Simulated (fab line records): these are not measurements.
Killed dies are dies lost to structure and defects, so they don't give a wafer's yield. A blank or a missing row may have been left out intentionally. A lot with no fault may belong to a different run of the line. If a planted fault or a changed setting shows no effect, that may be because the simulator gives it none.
Which tool was responsible? :: flow n5_finfet :: 12 lots, 36 wafers sampled, at 2 steps of a route of 1938

WHAT THE GAUGES SHOWED, per wafer
N5_BEOL_M7_RS_MEAS_57: uses a four-point probe to measure.
lot: L075
measured: day 9 11:43
on: film_metro-01
M7_RS (ohm/sq): 0.285 0.295 0.290

lot: L078
measured: day 10 08:18
on: film_metro-02
M7_RS (ohm/sq): 0.291 0.284 0.280

lot: L079
measured: day 10 14:18
on: film_metro-01
M7_RS (ohm/sq): 0.290 0.286 0.292

lot: L080
measured: day 10 22:20
on: film_metro-02
M7_RS (ohm/sq): 0.288 0.291 0.291

lot: L083
measured: day 11 09:47
on: film_metro-01
M7_RS (ohm/sq): 0.297 0.294 0.304

lot: L084
measured: day 12 10:59
on: film_metro-02
M7_RS (ohm/sq): 0.295 0.294 0.287

lot: L088
measured: day 12 18:26
on: film_metro-01
M7_RS (ohm/sq): 0.285 0.281 0.274

lot: L089
measured: day 13 11:26
on: film_metro-01
M7_RS (ohm/sq): 0.287 0.292 0.293

lot: L092
measured: day 13 18:30
on: film_metro-01
M7_RS (ohm/sq): 0.284 0.309 0.285

lot: L094
measured: day 14 05:21
on: film_metro-01
M7_RS (ohm/sq): 0.284 0.291 0.294

lot: L096
measured: day 14 18:47
on: film_metro-02
M7_RS (ohm/sq): 0.293 0.284 0.289

lot: L097
measured: day 15 04:44
on: film_metro-02
M7_RS (ohm/sq): 0.297 0.284 0.279

TOOL THAT RAN EACH LOT (tool first, then ch and the chambers of the sampled wafers, then the start)
lot: L075
N5_BEOL_M7_ALD_77: ald_metal-01 ch 0,2,3, day 9 09:59

lot: L078
N5_BEOL_M7_ALD_77: ald_metal-02 ch 1,2, day 10 06:41

lot: L079
N5_BEOL_M7_ALD_77: ald_metal-01 ch 2,3, day 10 12:29

lot: L080
N5_BEOL_M7_ALD_77: ald_metal-01 ch 1,2,3, day 10 20:09

lot: L083
N5_BEOL_M7_ALD_77: ald_metal-01 ch 0,1, day 11 07:46

lot: L084
N5_BEOL_M7_ALD_77: ald_metal-02 ch 0,3, day 12 08:01

lot: L088
N5_BEOL_M7_ALD_77: ald_metal-01 ch 1,2,3, day 12 16:31

lot: L089
N5_BEOL_M7_ALD_77: ald_metal-03 ch 0,1,3, day 13 09:16

lot: L092
N5_BEOL_M7_ALD_77: ald_metal-01 ch 0,1,3, day 13 16:51

lot: L094
N5_BEOL_M7_ALD_77: ald_metal-02 ch 2,3, day 14 02:40

lot: L096
N5_BEOL_M7_ALD_77: ald_metal-02 ch 1,2, day 14 17:22

lot: L097
N5_BEOL_M7_ALD_77: ald_metal-02 ch 2,3, day 15 02:57
- N5_BEOL_M7_ALD_77: deposits TaN, target thk 2 nm, pulse time 2 s, purge time 3 s.

THE ANSWER, worked out from the rows above alone
Rule: what is usual is taken from the lots themselves. The widest of any qualifying gaps counts: lots, ordered by their means at a reading, are off when they make up no more than a third of the lots, leave a main group of 4 or more, and stand apart from it by 3 or more times the standard deviation of that group's means. A main group is skipped when, at the precision printed for the reading in the tables above, its means are all equal. Also off: a lot with no number at a reading for which 4 or more lots have one. All remaining lots with rows at the step are treated as sound.
No lot is off at any reading shown: from this, nothing can be told.

WHAT THE SIMULATOR PUT IN
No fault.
